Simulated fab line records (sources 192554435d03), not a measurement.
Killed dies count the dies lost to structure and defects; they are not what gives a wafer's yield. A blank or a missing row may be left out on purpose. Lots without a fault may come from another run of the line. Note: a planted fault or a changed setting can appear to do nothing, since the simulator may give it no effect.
Which of the tools did it? / flow n5Finfet / 10 lots with 28 wafers sampled at 6 steps, on a route of 1938 steps

== WHAT THE GAUGES SHOWED, per wafer ==
N5_BEOL_M4_RC_MEAS_101. Usual: DIBL_N 37.3 mV/V, standard deviation 2.3; DIBL_P 37.4 mV/V, standard deviation 2.9; IOFF_N 0.18 nA/um, standard deviation 0.045; IOFF_P 0.25 nA/um, standard deviation 0.054; ION_N 679 uA/um, standard deviation 15; ION_P 468 uA/um, standard deviation 9.7; SS_N 71.8 mV/dec, standard deviation 0.62; SS_P 73.6 mV/dec, standard deviation 0.76; VT_N 248 mV, standard deviation 4.1; VT_P -248 mV, standard deviation 3.6.
lot=L902; measured=day 8 14:34; on=prober-01; DIBL_N (mV/V)=36.8 36.2 37.5; DIBL_P (mV/V)=37.7 35.5 37.9; IOFF_N (nA/um)=0.16 0.14 0.17; IOFF_P (nA/um)=0.26 0.24 0.28; ION_N (uA/um)=687 669 689; ION_P (uA/um)=483 466 482; SS_N (mV/dec)=72.0 71.4 71.9; SS_P (mV/dec)=74.3 73.4 73.8; VT_N (mV)=247 251 246; VT_P (mV)=-246 -245 -246; flag=
lot=L904; measured=day 8 21:13; on=prober-01; DIBL_N (mV/V)=37.0 32.8 34.7; DIBL_P (mV/V)=38.6 32.4 35.2; IOFF_N (nA/um)=0.17 0.09 0.12; IOFF_P (nA/um)=0.24 0.14 0.18; ION_N (uA/um)=697 651 666; ION_P (uA/um)=480 450 459; SS_N (mV/dec)=71.6 71.4 71.6; SS_P (mV/dec)=72.8 71.4 72.1; VT_N (mV)=247 259 253; VT_P (mV)=-249 -254 -249; flag=
lot=L909; measured=day 10 00:09; on=prober-02; DIBL_N (mV/V)=40.4 38.9; DIBL_P (mV/V)=39.5 38.0; IOFF_N (nA/um)=0.25 0.20; IOFF_P (nA/um)=0.31 0.27; ION_N (uA/um)=708 701; ION_P (uA/um)=483 481; SS_N (mV/dec)=72.6 72.2; SS_P (mV/dec)=74.4 73.5; VT_N (mV)=242 245; VT_P (mV)=-243 -245; flag=
lot=L912; measured=day 10 20:28; on=prober-02; DIBL_N (mV/V)=38.0 39.6; DIBL_P (mV/V)=39.3 40.5; IOFF_N (nA/um)=0.22 0.21; IOFF_P (nA/um)=0.24 0.26; ION_N (uA/um)=696 678; ION_P (uA/um)=471 456; SS_N (mV/dec)=71.9 72.7; SS_P (mV/dec)=73.7 75.0; VT_N (mV)=245 249; VT_P (mV)=-251 -251; flag=
lot=L913; measured=day 11 02:35; on=prober-02; DIBL_N (mV/V)=39.9 41.4 40.8; DIBL_P (mV/V)=41.3 42.9 42.1; IOFF_N (nA/um)=0.23 0.26 0.24; IOFF_P (nA/um)=0.32 0.39 0.35; ION_N (uA/um)=704 688 692; ION_P (uA/um)=487 475 484; SS_N (mV/dec)=72.3 72.9 71.7; SS_P (mV/dec)=74.4 74.6 74.7; VT_N (mV)=243 241 241; VT_P (mV)=-244 -241 -241; flag=
lot=L916; measured=day 11 22:19; on=prober-01; DIBL_N (mV/V)=41.3 36.2 35.9; DIBL_P (mV/V)=41.0 35.4 33.3; IOFF_N (nA/um)=0.29 0.17 0.14; IOFF_P (nA/um)=0.34 0.23 0.19; ION_N (uA/um)=697 689 667; ION_P (uA/um)=476 479 455; SS_N (mV/dec)=71.5 71.1 71.7; SS_P (mV/dec)=74.8 73.6 72.6; VT_N (mV)=239 246 251; VT_P (mV)=-244 -246 -250; flag=
lot=L917; measured=day 12 05:07; on=prober-02; DIBL_N (mV/V)=33.5 32.0 35.5; DIBL_P (mV/V)=34.4 33.1 35.0; IOFF_N (nA/um)=0.14 0.13 0.16; IOFF_P (nA/um)=0.20 0.19 0.21; ION_N (uA/um)=669 679 652; ION_P (uA/um)=463 468 450; SS_N (mV/dec)=70.6 70.6 71.8; SS_P (mV/dec)=73.1 72.6 73.5; VT_N (mV)=251 249 251; VT_P (mV)=-249 -250 -253; flag=
lot=L921; measured=day 13 04:02; on=prober-01; DIBL_N (mV/V)=38.4 36.2 38.8; DIBL_P (mV/V)=38.8 35.8 39.9; IOFF_N (nA/um)=0.19 0.15 0.20; IOFF_P (nA/um)=0.27 0.22 0.29; ION_N (uA/um)=677 662 677; ION_P (uA/um)=475 462 469; SS_N (mV/dec)=71.7 71.6 72.2; SS_P (mV/dec)=73.7 72.5 73.6; VT_N (mV)=246 252 248; VT_P (mV)=-244 -245 -245; flag=
lot=L922; measured=day 13 07:53; on=prober-02; DIBL_N (mV/V)=40.7 35.8 39.5; DIBL_P (mV/V)=41.8 35.6 41.2; IOFF_N (nA/um)=0.23 0.14 0.22; IOFF_P (nA/um)=0.30 0.20 0.28; ION_N (uA/um)=679 662 677; ION_P (uA/um)=467 462 464; SS_N (mV/dec)=72.8 71.7 73.2; SS_P (mV/dec)=73.9 73.1 74.6; VT_N (mV)=244 252 246; VT_P (mV)=-248 -252 -249; flag=
lot=L923; measured=day 13 12:40; on=prober-01; DIBL_N (mV/V)=38.2 38.9 34.8; DIBL_P (mV/V)=37.6 41.0 34.9; IOFF_N (nA/um)=0.17 0.22 0.12; IOFF_P (nA/um)=0.22 0.31 0.19; ION_N (uA/um)=663 688 654; ION_P (uA/um)=455 470 460; SS_N (mV/dec)=72.4 72.6 71.5; SS_P (mV/dec)=73.6 74.6 73.9; VT_N (mV)=254 244 257; VT_P (mV)=-252 -246 -251; flag=

N5_BEOL_M6_OCD_MEAS_38. Usual: trenchDepthNm 94.1 nm, standard deviation 2.2.
lot=L902; measured=day 9 09:08; on=ocd-02; trenchDepthNm (nm)=92.4 96.6 91.5; flag=
lot=L904; measured=day 9 13:42; on=ocd-02; trenchDepthNm (nm)=96.8 93.0 97.2; flag=
lot=L909; measured=day 10 15:31; on=ocd-02; trenchDepthNm (nm)=97.7 91.1; flag=
lot=L912; measured=day 11 16:41; on=ocd-02; trenchDepthNm (nm)=92.1 93.2; flag=
lot=L913; measured=day 11 20:32; on=ocd-02; trenchDepthNm (nm)=96.1 94.1 96.6; flag=
lot=L916; measured=day 12 22:13; on=ocd-01; trenchDepthNm (nm)=95.6 91.8 96.3; flag=
lot=L917; measured=day 13 00:52; on=ocd-02; trenchDepthNm (nm)=91.2 96.1 96.6; flag=
lot=L921; measured=day 14 01:47; on=ocd-02; trenchDepthNm (nm)=96.1 94.5 93.9; flag=
lot=L922; measured=day 14 04:37; on=ocd-01; trenchDepthNm (nm)=95.0 95.3 95.3; flag=
lot=L923; measured=day 14 06:55; on=ocd-02; trenchDepthNm (nm)=96.4 96.3 96.6; flag=

N5_BEOL_M6_THK_MEAS_53: measures by xrf. Usual: M6_THK typically reads 80.4 nm, with standard deviation 2.6.
lot=L902; measured=day 9 11:58; on=filmMetro-01; M6_THK (nm)=77.2 81.7 76.3; flag=
lot=L904; measured=day 9 16:33; on=filmMetro-02; M6_THK (nm)=82.1 81.0 80.9; flag=
lot=L909; measured=day 10 18:15; on=filmMetro-02; M6_THK (nm)=84.5 78.7; flag=
lot=L912; measured=day 11 20:43; on=filmMetro-01; M6_THK (nm)=79.3 80.5; flag=
lot=L913; measured=day 11 23:50; on=filmMetro-02; M6_THK (nm)=82.6 80.7 83.6; flag=
lot=L916; measured=day 13 01:04; on=filmMetro-02; M6_THK (nm)=82.0 77.8 83.1; flag=
lot=L917; measured=day 13 04:18; on=filmMetro-02; M6_THK (nm)=79.0 83.5 82.0; flag=
lot=L921; measured=day 14 05:03; on=filmMetro-02; M6_THK (nm)=82.6 80.3 80.2; flag=
lot=L922; measured=day 14 07:54; on=filmMetro-01; M6_THK (nm)=81.0 81.6 81.6; flag=
lot=L923; measured=day 14 09:30; on=filmMetro-01; M6_THK (nm)=84.3 82.8 81.9; flag=

N5_BEOL_M7_THK_MEAS_01. Usual: M7_ILD_THK typically reads 155.7 nm, with standard deviation 2.2.
lot=L902; measured=day 9 12:44; on=filmMetro-02; M7_ILD_THK (nm)=154.2 156.2 156.3; flag=
lot=L904; measured=day 9 17:19; on=filmMetro-01; M7_ILD_THK (nm)=153.8 154.3 157.0; flag=
lot=L909; measured=day 10 19:26; on=filmMetro-02; M7_ILD_THK (nm)=221.6 153.5; flag=OFF
lot=L912; measured=day 11 22:57; on=filmMetro-02; M7_ILD_THK (nm)=155.3 222.8; flag=OFF
lot=L913; measured=day 12 00:50; on=filmMetro-01; M7_ILD_THK (nm)=155.1 155.9 159.5; flag=
lot=L916; measured=day 13 01:53; on=filmMetro-01; M7_ILD_THK (nm)=154.4 155.4 153.3; flag=
lot=L917; measured=day 13 05:33; on=filmMetro-02; M7_ILD_THK (nm)=156.6 159.8 156.4; flag=
lot=L921; measured=day 14 06:33; on=filmMetro-01; M7_ILD_THK (nm)=157.2 156.2 157.2; flag=
lot=L922; measured=day 14 09:10; on=filmMetro-01; M7_ILD_THK (nm)=152.5 157.8 158.1; flag=
lot=L923; measured=day 14 10:16; on=filmMetro-01; M7_ILD_THK (nm)=153.9 157.9 155.9; flag=

== TOOL THAT RAN EACH LOT (tool first, then ch and the chambers of the sampled wafers, then the start) ==
lot=L902; N5_BEOL_M6_DEP_56=pecvd-02 ch 0,1,2, day 9 12:02; N5_BEOL_M7_ILD_DEP_00=pecvd-03 ch 1,2, day 9 12:10
lot=L904; N5_BEOL_M6_DEP_56=pecvd-02 ch 1,2, day 9 16:37; N5_BEOL_M7_ILD_DEP_00=pecvd-04 ch 0,2, day 9 16:44
lot=L909; N5_BEOL_M6_DEP_56=pecvd-02 ch 1,2, day 10 18:19; N5_BEOL_M7_ILD_DEP_00=pecvd-04 ch 2, day 10 18:28
lot=L912; N5_BEOL_M6_DEP_56=pecvd-02 ch 1,2, day 11 20:47; N5_BEOL_M7_ILD_DEP_00=pecvd-04 ch 0,1, day 11 20:55
lot=L913; N5_BEOL_M6_DEP_56=pecvd-02 ch 0,1, day 11 23:54; N5_BEOL_M7_ILD_DEP_00=pecvd-03 ch 0,2, day 12 00:02
lot=L916; N5_BEOL_M6_DEP_56=pecvd-01 ch 0,2, day 13 01:08; N5_BEOL_M7_ILD_DEP_00=pecvd-02 ch 0,1, day 13 01:16
lot=L917; N5_BEOL_M6_DEP_56=pecvd-02 ch 0,1,2, day 13 04:23; N5_BEOL_M7_ILD_DEP_00=pecvd-03 ch 0,1,2, day 13 04:31
lot=L921; N5_BEOL_M6_DEP_56=pecvd-01 ch 0,2, day 14 05:07; N5_BEOL_M7_ILD_DEP_00=pecvd-03 ch 1,2, day 14 05:14
lot=L922; N5_BEOL_M6_DEP_56=pecvd-02 ch 0,1, day 14 07:58; N5_BEOL_M7_ILD_DEP_00=pecvd-03 ch 0,1, day 14 08:06
lot=L923; N5_BEOL_M6_DEP_56=pecvd-02 ch 0,2, day 14 09:34; N5_BEOL_M7_ILD_DEP_00=pecvd-03 ch 0,1, day 14 09:41
- N5_BEOL_M6_DEP_56: deposits SiCN from 3MS/NH3, target thk 10 nm, time 17.5 s.
- N5_BEOL_M7_ILD_DEP_00: deposits SiCOH lowk from DEMS/porogen, target thk 179.75 nm, time 33.4 s.

== AS READ BY THE TOOLS THEMSELVES (means over the sampled wafers that have a number; for cases with no such wafer, the mark the record gives instead) ==
N5_BEOL_M6_DEP_56. Usual: rfFwdPowerW 199.6 W, standard deviation 0.67; showerheadPlenumPTorr 3.667 Torr, standard deviation 0.021; throttleValvePct 9.1 %, standard deviation 0.81.
lot=L902; tool=pecvd-02; rfFwdPowerW (W)=199.2; showerheadPlenumPTorr (Torr)=3.662; throttleValvePct (%)=9.2; flag=
lot=L904; tool=pecvd-02; rfFwdPowerW (W)=199.5; showerheadPlenumPTorr (Torr)=3.664; throttleValvePct (%)=9.1; flag=
lot=L909; tool=pecvd-02; rfFwdPowerW (W)=199.1; showerheadPlenumPTorr (Torr)=3.672; throttleValvePct (%)=9.4; flag=
lot=L912; tool=pecvd-02; rfFwdPowerW (W)=199.4; showerheadPlenumPTorr (Torr)=3.668; throttleValvePct (%)=9.5; flag=
lot=L913; tool=pecvd-02; rfFwdPowerW (W)=199.0; showerheadPlenumPTorr (Torr)=3.687; throttleValvePct (%)=9.8; flag=
lot=L916; tool=pecvd-01; rfFwdPowerW (W)=199.8; showerheadPlenumPTorr (Torr)=3.658; throttleValvePct (%)=8.5; flag=
lot=L917; tool=pecvd-02; rfFwdPowerW (W)=199.1; showerheadPlenumPTorr (Torr)=3.669; throttleValvePct (%)=9.1; flag=
lot=L921; tool=pecvd-01; rfFwdPowerW (W)=199.0; showerheadPlenumPTorr (Torr)=3.675; throttleValvePct (%)=8.5; flag=
lot=L922; tool=pecvd-02; rfFwdPowerW (W)=199.8; showerheadPlenumPTorr (Torr)=3.686; throttleValvePct (%)=9.7; flag=
lot=L923; tool=pecvd-02; rfFwdPowerW (W)=199.3; showerheadPlenumPTorr (Torr)=3.656; throttleValvePct (%)=8.6; flag=

N5_BEOL_M7_ILD_DEP_00. Usual: heaterPowerW 263 W, standard deviation 36; rfFwdPowerW 495.0 W, standard deviation 1.7; showerheadPlenumPTorr 5.739 Torr, standard deviation 0.021; throttleValvePct 13.8 %, standard deviation 1.2.
lot=L902; tool=pecvd-03; heaterPowerW (W)=257; rfFwdPowerW (W)=495.1; showerheadPlenumPTorr (Torr)=5.718; throttleValvePct (%)=12.5; flag=
lot=L904; tool=pecvd-04; heaterPowerW (W)=243; rfFwdPowerW (W)=495.6; showerheadPlenumPTorr (Torr)=5.740; throttleValvePct (%)=13.5; flag=
lot=L909; tool=pecvd-04; heaterPowerW (W)=244; rfFwdPowerW (W)=494.9; showerheadPlenumPTorr (Torr)=5.747; throttleValvePct (%)=14.1; flag=
lot=L912; tool=pecvd-04; heaterPowerW (W)=297; rfFwdPowerW (W)=496.1; showerheadPlenumPTorr (Torr)=5.739; throttleValvePct (%)=13.5; flag=
lot=L913; tool=pecvd-03; heaterPowerW (W)=223; rfFwdPowerW (W)=494.2; showerheadPlenumPTorr (Torr)=5.744; throttleValvePct (%)=14.8; flag=
lot=L916; tool=pecvd-02; heaterPowerW (W)=280; rfFwdPowerW (W)=492.8; showerheadPlenumPTorr (Torr)=5.753; throttleValvePct (%)=13.9; flag=
lot=L917; tool=pecvd-03; heaterPowerW (W)=251; rfFwdPowerW (W)=495.3; showerheadPlenumPTorr (Torr)=5.737; throttleValvePct (%)=13.8; flag=
lot=L921; tool=pecvd-03; heaterPowerW (W)=273; rfFwdPowerW (W)=497.0; showerheadPlenumPTorr (Torr)=5.712; throttleValvePct (%)=13.0; flag=
lot=L922; tool=pecvd-03; heaterPowerW (W)=264; rfFwdPowerW (W)=495.0; showerheadPlenumPTorr (Torr)=5.737; throttleValvePct (%)=13.6; flag=
lot=L923; tool=pecvd-03; heaterPowerW (W)=263; rfFwdPowerW (W)=495.4; showerheadPlenumPTorr (Torr)=5.734; throttleValvePct (%)=13.8; flag=

== THE ANSWER, worked out from the rows above alone ==
Rule: a lot is off if the mean of its wafers that have a number lies more than 3 standard deviations from the usual mean. Also off: a lot with no number at a reading for which 4 or more lots have one. The other lots that the step has rows for count as sound. First the gauges in route order, then the tools' own readings, where a lot's mean is used as printed above. The first step at which some lot is off is used, and at that step the reading that is off furthest; a lot without a number counts as furthest.
Off: L909, L912, at N5_BEOL_M7_THK_MEAS_01 (M7_ILD_THK).
If a tool, at a process step before that reading, ran all the lots that are off and no sound lot after the first of them, it fits. Gauges at N5_BEOL_M7_THK_MEAS_01: tried the same way as those tools. One candidate fits, namely pecvd-04 at N5_BEOL_M7_ILD_DEP_00. A fault onset in the window from L904 (day 9 16:44, its last sound lot) to L909 (day 10 18:28, its first lot off) fits.

== WHAT THE SIMULATOR HAD PUT IN ==
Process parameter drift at N5_BEOL_M7_ILD_DEP_00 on pecvd-04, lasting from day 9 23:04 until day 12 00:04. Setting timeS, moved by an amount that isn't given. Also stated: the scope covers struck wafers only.
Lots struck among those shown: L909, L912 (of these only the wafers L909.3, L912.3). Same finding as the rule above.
